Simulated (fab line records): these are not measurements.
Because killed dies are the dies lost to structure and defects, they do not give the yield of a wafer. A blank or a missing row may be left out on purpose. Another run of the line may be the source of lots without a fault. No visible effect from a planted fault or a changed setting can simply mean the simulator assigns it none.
fab line records	flow n5_finfet
record: lots: 9	wafers: 27	last_day: 19
route steps=1938 shown BEOL_M8@1335 PASSIVATION@1936
lots with no fault: from the same line, run without faults
start_h: hours from the record's opening day to when the first of the lot's shown wafers began	wait_h: hours since the lot's step before	" repeats the value in the row above	L1.1+2: one row covering several wafers at once	- either no value or no given start	* or withheld: withheld	< > ~ a bound
route shown NAME@n: names a module that has steps shown in the file, with the first one's number in the route	usual: average and standard deviation across the fault-free wafers	same: alike in all rows	chamber/n: place in a boat	sites: per-site readings	_std_site: standard deviation of those values	_edge_site: mean of outer sites minus mean of inner sites	radius_mm: how far each site lies from the wafer's centre	mask NAME#n: copy n	behind: the last tool/chamber to shape the wafer	hold: reason for holding the lot/hours on hold/outcome of the hold	device: the transistor (n, p or np) that didn't switch	end of line: tests run on the same wafers once the route is complete	where a step has no rows: the recipe by itself	killed: at the first sort, the dies lost to defects and structure; wafer yield is something else	map: per-die view of a wafer (x killed, . not killed, _ where there is no die)
set.NAME: the run value of the setting; set.NAME@STEP: its run value at that earlier step	model.NAME: the simulator's own value behind a step, which no gauge read
the route's steps for a sample of lots (tables are steps, rows are wafers)
services: when a tool's chamber went out of use (start_h, in hours from the record's first day, below 0 if earlier), for how many hours, and the reason
== steps ==
step: N5_BEOL_M8_PECVD_70
recipe: material: SiO2	target_thk_a: 200	temp_c: 400	precursor: TEOS/O2	pressure_torr: 5.5	rf_w: 450	teos_flow_sccm: 53.8	gas: O2	flow_sccm: 3000	time_s: 22.7
usual: heater_power_w: 730/110	rf_fwd_power_W: 443.9/3	showerhead_plenum_p_Torr: 8.81/0.032	throttle_valve_pct: 22.7/1.6
lot.wafer	tool	chamber	start_h	wait_h	heater_power_w	rf_fwd_power_W	showerhead_plenum_p_Torr	throttle_valve_pct
L299.3	pecvd-04	1	252.19	0.0	711	445.7	8.90	21.2
L299.5	"	1	"	"	700	447.0	8.90	21.0
L299.6	"	2	"	"	715	440.8	8.82	21.4
L301.2	pecvd-03	2	264.18	0.0	703	446.3	8.77	21.1
L301.5	"	0	"	"	808	440.8	8.77	24.9
L301.6	"	2	"	"	716	446.2	8.78	20.7
L302.2	pecvd-03	0	264.54	0.0	865	440.6	8.78	25.2
L302.4	"	1	"	"	914	443.3	8.80	22.6
L302.5	"	2	"	"	731	446.5	8.78	20.8
L300.3	pecvd-04	0	271.41	0.0	724	448.9	8.81	23.7
L300.4	"	2	"	"	694	442.9	8.81	21.6
L300.6	"	0	"	"	716	447.4	8.80	23.8
L305.1	pecvd-02	0	314.38	0.0	567	444.1	8.80	24.6
L305.2	"	2	"	"	832	440.8	8.80	20.7
L305.5	"	2	"	"	808	440.6	8.82	20.7
L306.2	pecvd-02	2	318.05	0.0	817	441.3	8.82	20.6
L306.4	"	0	"	"	552	442.8	8.82	24.3
L306.6	"	2	"	"	797	441.6	8.83	20.8
L310.2	pecvd-02	1	362.31	0.0	665	446.9	8.82	24.1
L310.4	"	0	"	"	543	442.7	8.79	24.6
L310.6	"	2	"	"	786	440.5	8.81	21.0
L312.3	pecvd-04	0	373.99	0.0	615	447.9	8.78	23.8
L312.4	"	0	"	"	636	448.0	8.80	24.0
L312.5	"	2	"	"	645	442.5	8.83	21.4
L315.1	pecvd-03	0	383.06	0.0	710	437.0	8.78	24.8
L315.4	"	2	"	"	700	446.2	8.78	20.8
L315.5	"	0	"	"	723	437.7	8.77	24.9
step: N5_BEOL_M8_DEVELOP_10
recipe: develop_time_s: 30	developer: TMAH	resist: CAR-ArF	rinse_liquid: diw	dry: air_spin	dev_temp_c: 23
lot.wafer	tool	chamber	start_h	wait_h
L299.3+5+6	litho_track-04	0	252.69	-
L301.2+5+6	litho_track-01	0	266.17	-
L302.2+4+5	litho_track-01	0	266.35	-
L300.3+4+6	litho_track-04	0	273.55	-
L305.1+2+5	litho_track-04	0	315.84	-
L306.2+4+6	litho_track-01	0	319.60	-
L310.2+4+6	litho_track-04	0	363.42	-
L312.3+4+5	litho_track-04	0	375.80	-
L315.1+4+5	litho_track-04	0	383.43	-
step: N5_BEOL_M8_CD_MEAS_11
recipe: target_cd_nm: 38.5	landing_energy_ev: 500	detector: se_inlens	polarity: opening
usual: cd_nm: 38.6/0.41
lot.wafer	tool	chamber	start_h	wait_h	cd_nm
L299.3	cd_sem-02	0	252.75	-	39.7
L299.5	"	0	"	"	38.3
L299.6	"	0	"	"	39.0
L301.2	cd_sem-03	0	266.23	-	38.7
L301.5	"	0	"	"	38.8
L301.6	"	0	"	"	38.4
L302.2	cd_sem-01	0	266.41	-	38.1
L302.4	"	0	"	"	38.4
L302.5	"	0	"	"	38.3
L300.3	cd_sem-02	0	273.61	-	38.7
L300.4	"	0	"	"	38.7
L300.6	"	0	"	"	39.1
L305.1	cd_sem-03	0	315.89	-	37.7
L305.2	"	0	"	"	38.1
L305.5	"	0	"	"	37.6
L306.2	cd_sem-03	0	319.66	-	38.8
L306.4	"	0	"	"	39.2
L306.6	"	0	"	"	39.0
L310.2	cd_sem-03	0	363.48	-	38.5
L310.4	"	0	"	"	39.0
L310.6	"	0	"	"	38.1
L312.3	cd_sem-01	0	375.86	-	36.6
L312.4	"	0	"	"	36.5
L312.5	"	0	"	"	36.4
L315.1	cd_sem-02	0	383.49	-	37.1
L315.4	"	0	"	"	37.3
L315.5	"	0	"	"	37.1
step: N5_BEOL_M8_ETCH_61
recipe: chemistry: CF4	target: SiARC	target_depth_a: 455	mask_material: CAR-ArF	time_s: 75.8	ion_energy_ev: 80	pressure_mtorr: 40	source_w: 545	bias_w: 36	Ar_flow_sccm: 100	cf4_flow_sccm: 100	ends: cleared
usual: drypump_motor_current_A: 5.49/0.2	etch_rf_on_time_s: 76.4/1.1	oes_product_au: 0.65/0.066	rf_fwd_power_W: 539.7/2.1	rf_vpp_V: 183.7/1.2	showerhead_plenum_p_Torr: 2.13/0.072	throttle_valve_pct: 15.65/0.22
lot.wafer	tool	chamber	start_h	wait_h	drypump_motor_current_A	etch_rf_on_time_s	oes_product_au	rf_fwd_power_W	rf_hours_counter_h	rf_vpp_V	showerhead_plenum_p_Torr	throttle_valve_pct
L299.3	rie_diel-05	2	252.91	0.0	5.88	79.0	0.59	544.4	223	183.8	2.12	15.58
L299.5	"	1	"	"	5.52	74.7	0.78	539.5	-	184.8	2.18	15.44
L299.6	"	0	"	"	5.10	76.7	0.62	542.6	-	185.4	2.21	15.98
L301.2	rie_diel-05	2	266.79	0.0	5.89	79.8	0.59	542.3	227	183.5	2.12	15.59
L301.5	"	0	"	"	5.10	77.1	0.61	541.1	-	185.0	2.21	16.00
L301.6	"	1	"	"	5.53	73.9	0.77	539.5	-	184.4	2.18	15.47
L302.2	rie_diel-06	1	266.84	0.0	5.85	75.9	0.66	542.0	115	184.4	2.16	15.27
L302.4	"	3	"	"	5.33	75.0	0.65	539.7	158	183.0	2.14	15.75
L302.5	"	1	"	"	5.87	75.3	0.66	541.5	-	184.2	2.16	15.28
L300.3	rie_diel-03	0	273.73	0.0	5.46	76.9	0.60	540.9	194	183.5	2.13	15.68
L300.4	"	1	"	"	5.48	74.8	0.73	539.7	71	184.9	2.16	15.23
L300.6	"	3	"	"	5.31	75.8	0.71	537.1	-	184.8	2.16	15.82
L305.1	rie_diel-05	2	316.63	0.0	5.92	78.2	0.58	538.8	246	184.9	2.11	15.62
L305.2	"	1	"	"	5.57	73.4	0.75	537.6	45	185.3	2.18	15.52
L305.5	"	2	"	"	5.92	78.1	0.58	541.0	-	183.8	2.11	15.64
L306.2	rie_diel-06	0	319.78	0.0	5.52	77.7	0.60	538.7	237	182.6	2.03	15.90
L306.4	"	1	"	"	5.85	75.5	0.64	542.7	-	184.8	2.15	15.32
L306.6	"	0	"	"	5.55	77.1	0.60	540.8	-	182.5	2.03	15.88
L310.2	rie_diel-05	1	363.69	0.0	5.57	74.7	0.73	542.1	62	185.6	2.17	15.53
L310.4	"	0	"	"	5.12	76.8	0.60	541.8	-	184.6	2.20	16.05
L310.6	"	3	"	"	5.61	76.5	0.70	540.5	-	182.4	2.16	15.56
L312.3	rie_diel-03	3	375.98	0.0	5.34	76.3	0.68	541.4	112	185.5	2.15	15.90
L312.4	"	2	"	"	5.61	76.4	0.60	537.3	-	182.5	1.96	15.82
L312.5	"	3	"	"	5.28	76.5	0.67	540.8	-	183.9	2.15	15.91
L315.1	rie_diel-03	3	383.62	0.0	5.30	76.2	0.67	540.7	115	183.9	2.15	15.91
L315.4	"	2	"	"	5.61	77.0	0.59	538.6	-	180.3	1.96	15.82
L315.5	"	0	"	"	5.45	78.1	0.59	540.6	-	183.8	2.12	15.74
step: N5_BEOL_M8_HM_OPEN_17
recipe: chemistry: Cl2/BCl3	target_depth_a: 200	overetch_a: 60	target: TiN	mask_material: SOC	ion_energy_ev: 150	pressure_mtorr: 10	icp_w: 1000	bias_w: 126	Cl2_flow_sccm: 53.25	bcl3_flow_sccm: 21.75	Ar_flow_sccm: 25
usual: drypump_motor_current_A: 5.4/0.43	oes_ar_750_au: 0.83/0.093	oes_product_au: 0.71/0.082	rf_fwd_power_W: 992/3.6	throttle_valve_pct: 22.01/0.19
lot.wafer	tool	chamber	start_h	wait_h	drypump_motor_current_A	oes_ar_750_au	oes_product_au	rf_fwd_power_W	rf_hours_counter_h	throttle_valve_pct
L299.3	rie_metal-03	0	253.18	0.1	6.0	0.61	0.53	999	-	22.11
L299.5	"	1	"	"	5.4	0.79	0.67	993	-	22.24
L299.6	"	0	"	"	5.9	0.61	0.53	1000	-	22.12
L301.2	rie_metal-01	0	267.03	0.0	5.0	0.79	0.68	994	31	22.01
L301.5	"	0	"	"	5.0	0.79	0.69	998	-	22.02
L301.6	"	1	"	"	5.0	0.90	0.77	987	-	21.96
L302.2	rie_metal-03	1	267.11	0.1	5.4	0.78	0.66	989	-	22.28
L302.4	"	1	"	"	5.4	0.78	0.65	990	-	22.26
L302.5	"	1	"	"	5.4	0.78	0.65	989	-	22.27
L300.3	rie_metal-01	1	274.01	0.1	5.0	0.89	0.77	983	-	21.96
L300.4	"	0	"	"	5.0	0.79	0.69	994	-	22.00
L300.6	"	0	"	"	5.0	0.78	0.69	993	-	22.00
L305.1	rie_metal-03	1	316.87	0.0	5.4	0.77	0.65	990	50	22.27
L305.2	"	0	"	"	5.9	0.94	0.82	996	2	21.74
L305.5	"	1	"	"	5.4	0.76	0.64	995	-	22.28
L306.2	rie_metal-03	1	320.02	0.0	5.4	0.76	0.64	996	50	22.28
L306.4	"	0	"	"	5.9	0.94	0.81	995	-	21.75
L306.6	"	0	"	"	5.9	0.94	0.81	992	-	21.72
L310.2	rie_metal-02	0	363.94	0.0	6.1	0.78	0.68	990	38	22.11
L310.4	"	0	"	"	6.1	0.78	0.68	993	-	22.11
L310.6	"	0	"	"	6.0	0.78	0.68	991	-	22.12
L312.3	rie_metal-02	1	376.25	0.1	5.0	0.97	0.83	989	-	21.82
L312.4	"	0	"	"	6.1	0.78	0.67	997	-	22.12
L312.5	"	1	"	"	5.0	0.96	0.84	994	-	21.82
L315.1	rie_metal-02	1	383.86	0.0	5.0	0.95	0.82	989	2	21.84
L315.4	"	0	"	"	6.0	0.77	0.67	992	-	22.13
L315.5	"	1	"	"	5.0	0.96	0.83	989	-	21.84
step: N5_BEOL_M8_CD_MEAS_18
recipe: pitch_nm: 80	target_cd_nm: 40
usual: cd_nm: 40.2/0.44
lot.wafer	tool	chamber	start_h	wait_h	cd_nm
L299.3	cd_sem-03	-	253.33	0.1	40.6
L299.5	"	-	"	"	39.4
L299.6	"	-	"	"	40.3
L301.2	cd_sem-03	-	267.22	0.1	40.5
L301.5	"	-	"	"	40.6
L301.6	"	-	"	"	40.1
L302.2	cd_sem-03	-	267.38	0.1	40.4
L302.4	"	-	"	"	40.1
L302.5	"	-	"	"	40.0
L300.3	cd_sem-02	-	274.23	0.1	40.5
L300.4	"	-	"	"	40.7
L300.6	"	-	"	"	40.0
L305.1	cd_sem-02	-	317.15	0.0	39.3
L305.2	"	-	"	"	39.6
L305.5	"	-	"	"	39.1
L306.2	cd_sem-02	-	320.20	0.1	40.8
L306.4	"	-	"	"	40.6
L306.6	"	-	"	"	40.2
L310.2	cd_sem-03	-	364.13	0.1	40.1
L310.4	"	-	"	"	40.4
L310.6	"	-	"	"	39.6
L312.3	cd_sem-01	-	376.40	0.1	38.2
L312.4	"	-	"	"	38.8
L312.5	"	-	"	"	38.3
L315.1	cd_sem-02	-	384.04	0.0	38.8
L315.4	"	-	"	"	39.3
L315.5	"	-	"	"	39.0
step: N5_PASSIVATION_PROBE_49
usual: defect_limited_yield: 90.9/1.3	killed_at_M0_to_M3: 36/11	killed_at_M4_up: 13/5.1	killed_at_contacts: 14/4.9	killed_at_front_end: 41/10	killed_at_other: 3.4/2.6	killed_dies: 107/16	killed_open: 70/11	killed_short: 36/7.8	sort_bin_5_function: 5.4/0.84	sort_bin_6_memory: 3.4/0.67	sort_n_pass: 1073/16	sort_yield_pct: 90.9/1.3
same: gross_dies: 1180	killed_at_back_side: 0	sort_bin_4_leakage[%]: 0	sort_bin_8_speed[%]: 0
lot.wafer	tool	chamber	start_h	wait_h	defect_limited_yield[%]	killed_at_M0_to_M3	killed_at_M4_up	killed_at_contacts	killed_at_front_end	killed_at_other	killed_dies	killed_open	killed_short	sort_bin_5_function[%]	sort_bin_6_memory[%]	sort_n_pass	sort_yield_pct[%]
L299.3	prober-02	-	334.78	0.1	90.8	55	11	12	30	0	108	79	29	5.5	3.2	1072	90.8
L299.5	prober-02	-	334.88	0.2	91.6	33	9	16	39	2	99	76	22	5.1	3.1	1081	91.6
L299.6	prober-02	-	334.93	0.3	91.9	29	16	23	26	1	95	60	35	5.7	2.1	1085	91.9
L302.2	prober-01	-	340.26	0.1	90.7	43	12	18	35	2	110	73	37	5.4	3.6	1070	90.7
L302.4	prober-01	-	340.36	0.2	93.6	30	10	14	19	3	76	52	22	3.3	3.1	1104	93.6
L302.5	prober-01	-	340.41	0.2	91.7	27	11	14	42	4	98	66	30	5.1	3.1	1082	91.7
L301.2	prober-01	-	341.57	0.1	90.9	23	14	11	49	10	107	63	44	4.9	3.6	1073	90.9
L301.5	prober-01	-	341.72	0.2	91.5	30	10	13	35	12	100	73	27	5.5	2.5	1080	91.5
L301.6	prober-01	-	341.77	0.3	90.6	43	13	7	43	5	111	64	47	5.5	3.4	1069	90.6
L300.3	prober-02	-	347.58	0.1	89.7	39	7	11	62	2	121	78	41	5.8	3.7	1059	89.7
L300.4	prober-02	-	347.63	0.2	90.4	40	7	11	53	2	113	63	49	5.9	3.1	1067	90.4
L300.6	prober-02	-	347.73	0.3	91.9	38	8	14	36	0	96	60	36	5.3	2.6	1084	91.9
L305.1	prober-01	-	385.14	0.0	89.2	33	12	10	68	5	128	83	44	6.4	4.2	1052	89.2
L305.2	prober-01	-	385.19	0.1	87.8	44	19	22	56	3	144	100	41	7.0	4.6	1036	87.8
L305.5	prober-01	-	385.34	0.2	90.9	20	20	14	50	3	107	78	27	5.6	3.2	1073	90.9
L306.2	prober-02	-	393.96	0.1	89.6	42	17	16	45	3	123	81	40	5.8	4.3	1057	89.6
L306.4	prober-02	-	394.06	0.2	92.3	35	11	11	30	4	91	61	28	4.7	2.5	1089	92.3
L306.6	prober-02	-	394.16	0.3	90.8	50	15	8	36	0	109	71	34	5.6	3.4	1071	90.8
L310.2	prober-01	-	451.21	0.1	93.6	20	9	13	33	0	75	46	27	4.2	1.9	1105	93.6
L310.4	prober-01	-	451.31	0.2	94.7	21	7	10	25	0	63	43	19	3.1	2.1	1117	94.7
L310.6	prober-01	-	451.41	0.3	92.6	22	13	14	33	5	87	52	33	4.1	2.9	1093	92.6
L312.3	prober-01	-	462.46	0.1	91.4	36	10	11	40	4	101	74	26	5.9	2.4	1079	91.4
L312.4	prober-01	-	462.51	0.2	90.3	48	7	15	42	3	115	79	34	5.3	4.1	1065	90.3
L312.5	prober-01	-	462.56	0.2	87.3	66	12	16	49	7	150	92	56	6.9	4.8	1030	87.3
L315.1	prober-02	-	465.10	0.2	91.6	45	10	8	35	1	99	63	34	4.9	3.4	1081	91.6
L315.4	prober-02	-	465.25	0.3	91.9	41	5	9	37	3	95	57	38	4.9	2.9	1085	91.9
L315.5	prober-02	-	465.30	0.4	90.1	60	7	21	29	0	117	86	31	6.7	2.8	1063	90.1
killed by level:class
L299.3 BEOL_M0_SAQP:geometric_particle:open=21 BEOL_M0_SAQP:geometric_particle:short=13 STI_FIN_REVEAL:geometric_particle:open=12 MOL_CONTACT_COAG:geometric_particle:open=12 BEOL_M3:geometric_particle:open=8 BEOL_M2:geometric_particle:open=6 BEOL_M3:geometric_particle:short=4 FIN_SAQP:geometric_particle:open=3
L299.5 MOL_CONTACT_COAG:geometric_particle:open=14 STI_FIN_REVEAL:geometric_particle:open=12 FIN_SAQP:geometric_particle:open=11 BEOL_M3:geometric_particle:open=9 BEOL_M2:geometric_particle:open=6 BEOL_M0_SAQP:geometric_particle:open=5 STI_FIN_REVEAL:geometric_particle:short=4 GATE_CUT:geometric_particle:short=4
L299.6 MOL_CONTACT_COAG:geometric_particle:open=17 STI_FIN_REVEAL:geometric_particle:open=12 BEOL_M0_SAQP:geometric_particle:short=8 MOL_CONTACT_COAG:geometric_particle:short=6 BEOL_M3:geometric_particle:open=6 BEOL_M0_SAQP:geometric_particle:open=5 BEOL_M4:geometric_particle:open=5 STI_FIN_REVEAL:geometric_particle:short=3
L302.2 MOL_CONTACT_COAG:geometric_particle:open=16 BEOL_M0_SAQP:geometric_particle:short=14 FIN_SAQP:geometric_particle:open=13 BEOL_M0_SAQP:geometric_particle:open=8 BEOL_M2:geometric_particle:open=8 FIN_SAQP:geometric_particle:short=5 STI_FIN_REVEAL:geometric_particle:open=5 BEOL_M1:geometric_particle:open=5
L302.4 MOL_CONTACT_COAG:geometric_particle:open=10 BEOL_M1:geometric_particle:open=8 STI_FIN_REVEAL:geometric_particle:open=7 BEOL_M3:geometric_particle:open=7 MOL_CONTACT_COAG:geometric_particle:short=4 BEOL_M0_SAQP:geometric_particle:open=4 BEOL_M2:geometric_particle:open=4 BEOL_M4:geometric_particle:open=4
L302.5 STI_FIN_REVEAL:geometric_particle:open=18 MOL_CONTACT_COAG:geometric_particle:open=11 FIN_SAQP:geometric_particle:short=7 BEOL_M0_SAQP:geometric_particle:short=6 BEOL_M1:geometric_particle:open=6 BEOL_M3:geometric_particle:open=5 DUMMY_GATE:geometric_particle:open=3 GATE_CUT:geometric_particle:short=3
L301.2 STI_FIN_REVEAL:geometric_particle:open=16 BEOL_M0_SAQP:geometric_particle:open=9 MOL_CONTACT_COAG:geometric_particle:open=6 BEOL_M0_SAQP:geometric_particle:short=6 MIM_TOP:geometric_particle:short=6 FIN_SAQP:geometric_particle:short=5 MOL_CONTACT_COAG:geometric_particle:short=5 BEOL_M4:geometric_particle:open=4
L301.5 MOL_CONTACT_COAG:geometric_particle:open=12 BEOL_M3:geometric_particle:open=10 STI_FIN_REVEAL:geometric_particle:open=9 STARTING-WAFER:geometric_particle:open=7 DUMMY_GATE:geometric_particle:open=5 BEOL_M0_SAQP:geometric_particle:short=5 BEOL_M0_SAQP:geometric_particle:open=5 DUMMY_GATE:geometric_particle:short=4
L301.6 FIN_SAQP:geometric_particle:short=11 FIN_SAQP:geometric_particle:open=9 BEOL_M0_SAQP:geometric_particle:short=9 MOL_CONTACT_COAG:geometric_particle:open=6 BEOL_M2:geometric_particle:open=6 GATE_CUT:geometric_particle:open=5 BEOL_M0_SAQP:geometric_particle:open=5 BEOL_M0:geometric_particle:open=5
L300.3 STI_FIN_REVEAL:geometric_particle:open=22 FIN_SAQP:geometric_particle:short=12 BEOL_M0_SAQP:geometric_particle:short=12 BEOL_M0_SAQP:geometric_particle:open=12 MOL_CONTACT_COAG:geometric_particle:open=9 FIN_SAQP:geometric_particle:open=6 BEOL_M2:geometric_particle:open=6 GATE_CUT:geometric_particle:open=5
L300.4 STI_FIN_REVEAL:geometric_particle:open=14 FIN_SAQP:geometric_particle:short=12 BEOL_M0_SAQP:geometric_particle:short=9 MOL_CONTACT_COAG:geometric_particle:open=7 BEOL_M2:geometric_particle:open=7 GATE_CUT:geometric_particle:open=6 BEOL_M0_SAQP:geometric_particle:open=6 ILD0:geometric_particle:short=5
L300.6 BEOL_M2:geometric_particle:open=15 STI_FIN_REVEAL:geometric_particle:open=12 MOL_CONTACT_COAG:geometric_particle:open=8 BEOL_M0_SAQP:geometric_particle:open=7 MOL_CONTACT_COAG:geometric_particle:short=6 BEOL_M0_SAQP:geometric_particle:short=6 FIN_SAQP:geometric_particle:short=4 DUMMY_GATE:geometric_particle:open=4
L305.1 FIN_SAQP:geometric_particle:open=23 FIN_SAQP:geometric_particle:short=10 STI_FIN_REVEAL:geometric_particle:open=10 MOL_CONTACT_COAG:geometric_particle:open=7 BEOL_M0_SAQP:geometric_particle:short=7 BEOL_M3:geometric_particle:open=7 GATE_CUT:geometric_particle:short=5 BEOL_M0_SAQP:geometric_particle:open=5
L305.2 MOL_CONTACT_COAG:geometric_particle:open=17 STI_FIN_REVEAL:geometric_particle:open=16 BEOL_M0_SAQP:geometric_particle:short=11 BEOL_M2:geometric_particle:open=11 FIN_SAQP:geometric_particle:open=9 BEOL_M3:geometric_particle:open=9 BEOL_M4:geometric_particle:open=8 BEOL_M0_SAQP:geometric_particle:open=6
L305.5 STI_FIN_REVEAL:geometric_particle:open=17 MOL_CONTACT_COAG:geometric_particle:open=12 FIN_SAQP:geometric_particle:open=11 BEOL_M4:geometric_particle:open=8 BEOL_M2:geometric_particle:open=6 STARTING-WAFER:geometric_particle:short=6 ILD0:geometric_particle:open=4 BEOL_M0_SAQP:geometric_particle:open=4
L306.2 MOL_CONTACT_COAG:geometric_particle:open=14 FIN_SAQP:geometric_particle:open=10 BEOL_M1:geometric_particle:open=8 BEOL_M0_SAQP:geometric_particle:short=7 FIN_SAQP:geometric_particle:short=6 GATE_CUT:geometric_particle:open=6 DUMMY_GATE:geometric_particle:open=5 BEOL_M0_SAQP:geometric_particle:open=5
L306.4 MOL_CONTACT_COAG:geometric_particle:open=8 FIN_SAQP:geometric_particle:open=7 FIN_SAQP:geometric_particle:short=6 BEOL_M4:geometric_particle:open=6 BEOL_M0:geometric_particle:open=5 BEOL_M0_SAQP:geometric_particle:short=5 BEOL_M1:geometric_particle:open=5 STI_FIN_REVEAL:geometric_particle:open=4
L306.6 BEOL_M0_SAQP:geometric_particle:open=12 BEOL_M0_SAQP:geometric_particle:short=12 BEOL_M3:geometric_particle:open=10 BEOL_M2:geometric_particle:open=9 STI_FIN_REVEAL:geometric_particle:open=7 FIN_SAQP:geometric_particle:open=5 FIN_SAQP:geometric_particle:short=5 MOL_CONTACT_COAG:geometric_particle:open=5
L310.2 MOL_CONTACT_COAG:geometric_particle:open=12 FIN_SAQP:geometric_particle:short=8 FIN_SAQP:geometric_particle:open=5 STI_FIN_REVEAL:geometric_particle:open=5 BEOL_M3:geometric_particle:open=5 BEOL_M4:geometric_particle:open=5 ILD0:geometric_particle:short=4 BEOL_M0_SAQP:geometric_particle:short=4
L310.4 MOL_CONTACT_COAG:geometric_particle:open=8 BEOL_M2:geometric_particle:open=8 FIN_SAQP:geometric_particle:short=6 FIN_SAQP:geometric_particle:open=5 BEOL_M3:geometric_particle:open=5 STI_FIN_REVEAL:geometric_particle:open=4 STARTING-WAFER:geometric_particle:short=3 GATE_CUT:geometric_particle:short=2
L310.6 MOL_CONTACT_COAG:geometric_particle:open=13 FIN_SAQP:geometric_particle:open=10 BEOL_M0_SAQP:geometric_particle:short=9 FIN_SAQP:geometric_particle:short=4 STI_FIN_REVEAL:geometric_particle:open=3 GATE_CUT:geometric_particle:short=3 BEOL_M0_SAQP:geometric_particle:open=3 BEOL_M1:geometric_particle:open=3
L312.3 BEOL_M0_SAQP:geometric_particle:open=12 STI_FIN_REVEAL:geometric_particle:open=10 FIN_SAQP:geometric_particle:open=8 DUMMY_GATE:geometric_particle:open=8 MOL_CONTACT_COAG:geometric_particle:open=8 BEOL_M2:geometric_particle:open=7 BEOL_M1:geometric_particle:open=6 FIN_SAQP:geometric_particle:short=5
L312.4 BEOL_M0_SAQP:geometric_particle:open=15 BEOL_M0_SAQP:geometric_particle:short=12 MOL_CONTACT_COAG:geometric_particle:open=10 STI_FIN_REVEAL:geometric_particle:open=9 FIN_SAQP:geometric_particle:open=8 DUMMY_GATE:geometric_particle:open=8 BEOL_M1:geometric_particle:open=8 BEOL_M2:geometric_particle:open=7
L312.5 FIN_SAQP:geometric_particle:open=16 BEOL_M0_SAQP:geometric_particle:short=16 BEOL_M0_SAQP:geometric_particle:open=14 BEOL_M2:geometric_particle:short=13 FIN_SAQP:geometric_particle:short=10 DUMMY_GATE:geometric_particle:open=10 MOL_CONTACT_COAG:geometric_particle:open=10 BEOL_M1:geometric_particle:open=9
L315.1 BEOL_M0_SAQP:geometric_particle:open=11 GATE_CUT:geometric_particle:short=10 BEOL_M2:geometric_particle:open=9 BEOL_M3:geometric_particle:open=8 BEOL_M0_SAQP:geometric_particle:short=6 STI_FIN_REVEAL:geometric_particle:open=5 MOL_CONTACT_COAG:geometric_particle:open=5 BEOL_M1:geometric_particle:open=5
L315.4 BEOL_M3:geometric_particle:open=12 FIN_SAQP:geometric_particle:short=8 BEOL_M0_SAQP:geometric_particle:open=8 BEOL_M0_SAQP:geometric_particle:short=8 GATE_CUT:geometric_particle:short=7 MOL_CONTACT_COAG:geometric_particle:open=7 STI_FIN_REVEAL:geometric_particle:open=6 FIN_SAQP:geometric_particle:open=4
L315.5 BEOL_M1:geometric_particle:open=17 MOL_CONTACT_COAG:geometric_particle:open=15 BEOL_M3:geometric_particle:open=15 BEOL_M0_SAQP:geometric_particle:open=10 GATE_CUT:geometric_particle:short=9 BEOL_M2:geometric_particle:open=8 GATE_CUT:geometric_particle:open=6 MOL_CONTACT_COAG:geometric_particle:short=6
== services ==
tool	chamber	start_h	hours	kind
rie_metal-02	-	251.55	0.3	repair
pecvd-02	2	255.76	6.7	repair
rie_metal-03	0	264.70	-	clean
rie_metal-03	0	264.70	31.7	scheduled_down
rie_metal-03	0	264.70	31.7	vent_cycle
pecvd-03	1	271.19	2.1	repair
rie_metal-03	-	274.07	1.4	pm
pecvd-03	0	276.97	8.1	repair
pecvd-04	0	284.53	2.1	scheduled_down
rie_diel-06	2	285.04	20.5	repair
pecvd-04	-	289.99	14.6	pm
rie_diel-03	1	290.99	9.8	repair
rie_diel-05	0	297.70	19.9	repair
rie_diel-06	0	300.01	1.3	repair
rie_diel-06	3	303.75	16.3	repair
pecvd-04	-	309.82	0.5	repair
rie_diel-06	2	311.68	4.3	repair
rie_diel-06	-	315.30	0.9	repair
rie_diel-05	1	340.08	4.4	repair
rie_diel-05	2	342.03	3.2	repair
rie_metal-02	-	348.74	14.6	pm
pecvd-04	2	358.74	6.5	repair
rie_diel-03	1	369.64	16.3	repair
pecvd-02	0	381.77	2.6	repair
== key ==
first_sign: step: N5_BEOL_M8_CD_MEAS_11	reading: cd_nm	direction: down	sigmas: 4.4	usual: 38.6	struck: 36.8
effect: step: N5_BEOL_M8_CD_MEAS_18	reading: cd_nm	direction: down	sigmas: 3.3	usual: 40.2	struck: 38.7
met_at N5_BEOL_M8_DEVELOP_10
struck_lots L312,L315
not_acting_at N5_BEOL_M8_PECVD_70,N5_BEOL_M8_ETCH_61,N5_BEOL_M8_HM_OPEN_17
onset_between 363.42 375.80
also_fits time
fault: kind: process_parameter_drift	tool: litho_track-04	chamber: -	onset_h: 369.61	steps: N5_BEOL_M8_DEVELOP_10	channel: develop_time_s	offset: *	shape: step	end_h: 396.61	acts_in: *	stated: *
